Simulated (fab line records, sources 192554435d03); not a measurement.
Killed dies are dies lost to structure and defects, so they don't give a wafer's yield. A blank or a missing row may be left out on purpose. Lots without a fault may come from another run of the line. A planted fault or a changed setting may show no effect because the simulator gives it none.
Chamber matching | flow n5_finfet | N5_BEOL_M14_TRENCH_ETCH_34 on rie_diel-05: 4 sister chambers
The step etches SiO2 in C4F8/O2/Ar, target depth 556.65 nm, time 126.9 s. 16 wafers are shown with their chamber, then 8 later ones without.

WAFERS WITH THEIR CHAMBER
wafer  | chamber | rf_vpp_V (V) | showerhead_plenum_p_Torr (Torr) | drypump_motor_current_A (A)
L075.1 | 2       | 2236         | 3.49                            | 5.2
L075.4 | 3       | 2268         | 3.44                            | 5.1
L075.6 | 1       | 2306         | 3.58                            | 5.6
L076.3 | 0       | 2194         | 3.34                            | 5.4
L076.4 | 2       | 2235         | 3.49                            | 5.2
L076.5 | 0       | 2192         | 3.34                            | 5.4
L080.2 | 2       | 2233         | 3.49                            | 5.2
L080.4 | 0       | 2191         | 3.34                            | 5.4
L080.5 | 2       | 2234         | 3.49                            | 5.2
L083.1 | 3       | 2268         | 3.44                            | 5.1
L083.3 | 2       | 2234         | 3.49                            | 5.1
L083.4 | 1       | 2304         | 3.57                            | 5.6
L082.1 | 3       | 2269         | 3.44                            | 5.1
L082.4 | 2       | 2235         | 3.48                            | 5.2
L082.6 | 1       | 2304         | 3.57                            | 5.6
L084.1 | 3       | 2268         | 3.43                            | 5.1

SIGNATURES (means of the wafers above)
reading                  | chamber 0 | chamber 1 | chamber 2 | chamber 3 | scatter within a chamber
rf_vpp_V                 | 2192.33   | 2304.67   | 2234.50   | 2268.25   | 1.06
showerhead_plenum_p_Torr | 3.3400    | 3.5733    | 3.4883    | 3.4375    | 0.00433
drypump_motor_current_A  | 5.400     | 5.600     | 5.183     | 5.100     | 0.0264
Rule: a wafer's distance from a chamber is the root of the sum, over the readings, of the square of ((its reading less the chamber's mean) divided by the reading's scatter). The wafer belongs to the nearest chamber; if the next one is less than 2 further off, it can't be placed. The scatter: the root of (the sum of the squares of (reading less its chamber's mean) over the shown wafers, divided by (wafers less chambers)).

WAFERS WITHOUT THEIR CHAMBER
wafer  | rf_vpp_V (V) | showerhead_plenum_p_Torr (Torr) | drypump_motor_current_A (A)
L084.4 | 2190         | 3.33                            | 5.4
L084.6 | 2269         | 3.43                            | 5.1
L087.2 | 2305         | 3.56                            | 5.6
L087.3 | 2234         | 3.48                            | 5.2
L087.4 | 2269         | 3.43                            | 5.1
L096.1 | 2190         | 3.32                            | 5.4
L096.4 | 2267         | 3.42                            | 5.1
L096.6 | 2306         | 3.55                            | 5.6

WHICH CHAMBER EACH WENT THROUGH
wafer  | from the rows above | in truth
L084.4 | 0                   | 0
L084.6 | 3                   | 3
L087.2 | 1                   | 1
L087.3 | 2                   | 2
L087.4 | 3                   | 3
L096.1 | 0                   | 0
L096.4 | 3                   | 3
L096.6 | 1                   | 1
Placed correctly: 8 of 8. Can't be placed from these rows: 0. Placed wrongly: 0.
